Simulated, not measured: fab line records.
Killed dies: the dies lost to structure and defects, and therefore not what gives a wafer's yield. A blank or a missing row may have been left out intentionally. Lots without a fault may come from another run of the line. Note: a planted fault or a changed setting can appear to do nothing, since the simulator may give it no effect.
Comparing a struck lot with a sound one	flow nandHarc	17 steps out of a route of 1302
Sound: wafers L265.1, L265.3, L265.6. Struck: wafer L282.3. (L282.1, L282.5 of the same lot were not struck and are left out.) The cause comes at the end.
Per side, at each step with rows, come the tool, then ch with its chambers, and then its first start. Under that, the readings that differ: sound wafers	struck wafers	difference of the means	sigmas: that difference in standard deviations of wafers without a fault.
alike: words and numbers the same on both sides, and readings whose means are apart by under 2 such deviations; not compared: readings that were withheld, readings missing a value for some wafer, numbers with overlapping values and no deviation given by the record, and bounds like >300 which may hide the same value.
Wherever a step has rows on one side only, a row that says differs or no value, or a row with sigmas, the two part there. Numbers that have no deviation but don't overlap get no sigmas and don't part them. A reading missing from all wafers of one side parts the sides only when that side holds two or more wafers.

NHARC_P_M0_OVL_MEAS_10: pitch 180 nm.
  sound on overlay-02 at day 7 06:05; struck on overlay-02 at day 14 10:58
  alike: overlayXNm, overlayYNm
NHARC_P_M0_INSPECT_11:
  sound on defectInspect-02 at day 7 06:07; struck on defectInspect-01 at day 14 11:00
  alike: rawDefectCount
NHARC_P_M0_DESCUM_14: chemistry O2, time 3 s.
  sound on rieDiel-02 ch 1,2,3, day 7 06:11; struck on rieDiel-02 ch 1, day 14 11:12
  alike: drypumpMotorCurrentA, mfcArSccm, oesProductAu, rfVppV, showerheadPlenumPTorr, throttleValvePct
  not compared: rfHoursCounterH
NHARC_P_M0_ETCH_34: etches the open film in N2/H2, target depth 40 nm, overetch 12 nm, time 43.94 s.
  sound on rieDiel-02 ch 0,2, day 7 06:16; struck on rieDiel-02 ch 0, day 14 11:17
  alike: drypumpMotorCurrentA, mfcArSccm, oesProductAu, rfVppV, showerheadPlenumPTorr, throttleValvePct
  not compared: rfHoursCounterH
then, 1 step without rows for these wafers: NHARC_P_M0_ETCH_15 (etches the open film in C4F8/Ar, target depth 150 nm, overetch 15 nm, time 82.5 s).
NHARC_P_M0_CD_MEAS_16:
  sound on cdSem-03 at day 7 06:29; struck on cdSem-01 at day 14 11:30
  alike: cdNm
then, 4 steps without rows for these wafers: NHARC_P_M0_STRIP_18 (strips in N2/H2); NHARC_P_M0_STRIP_19 (strips in post etch residue remover, time 600 s); NHARC_P_M0_DEGAS_28 (time 60 s); NHARC_P_M0_PRE_CLEAN_29 (time 30 s).
NHARC_P_M0_PVD_20: deposits TaN, target thk 5 nm, time 8.06 s.
  sound on pvdSputter-01; struck on pvdSputter-01
  alike: cathodeDcPowerW, throttleValvePct
NHARC_P_M0_PVD_21: deposits Cu, target thk 30 nm, time 20.49 s.
  sound on pvdSputter-01; struck on pvdSputter-01
reading	sound	struck	difference	sigmas
cathodeDcPowerW (W)	4999.9 4999.8 5002.3	4997.5	-3.2	-3
throttleValvePct (%)	29.2 28.5 29.5	31.8	+2.7	+3
NHARC_P_M0_ECD_22: material Cu, target thk 400 nm.
  sound on ecdCu-02 ch 0,1, day 7 07:31; struck on ecdCu-02 ch 0,1, day 14 12:29
NHARC_P_M0_ANNEAL_30: time 90 s.
  sound on rtpAnneal-02 ch 0, day 7 07:50; struck on rtpAnneal-02 ch 0, day 14 12:52
  alike: wafer_temp_C_max
NHARC_P_M0_CMP_23: polishes, t overpolish 20 s, target thk 117.54 nm.
  sound on cmp-04 ch 0,3, day 7 08:11; struck on cmp-03 ch 3, day 14 13:14
reading	sound	struck	difference	sigmas
timeToEndpointS (s)	26.7 23.9 25.4	10.1	-15.2	-6
  alike: motorCurrentA, slurryFilterDpKPa
NHARC_P_M0_THK_MEAS_24: measures by xrf.
  sound on filmMetro-02 at day 7 08:29; struck on filmMetro-01 at day 14 13:32
  alike: thkNm
-- record jumps: 19 days between struck wafers' starts before vs after; left off in module P_M0, resumes in module END, first step shown is number 1302 of the route --
NHARC_END_SORT_01:
  here the record holds rows for the struck wafers (prober-01 ch 0, day 33 06:18) but none for the sound ones

WHERE THEY PART
At NHARC_P_M0_PVD_21 first; at NHARC_END_SORT_01 last (within this record only).

WHY: whatever the simulator had introduced
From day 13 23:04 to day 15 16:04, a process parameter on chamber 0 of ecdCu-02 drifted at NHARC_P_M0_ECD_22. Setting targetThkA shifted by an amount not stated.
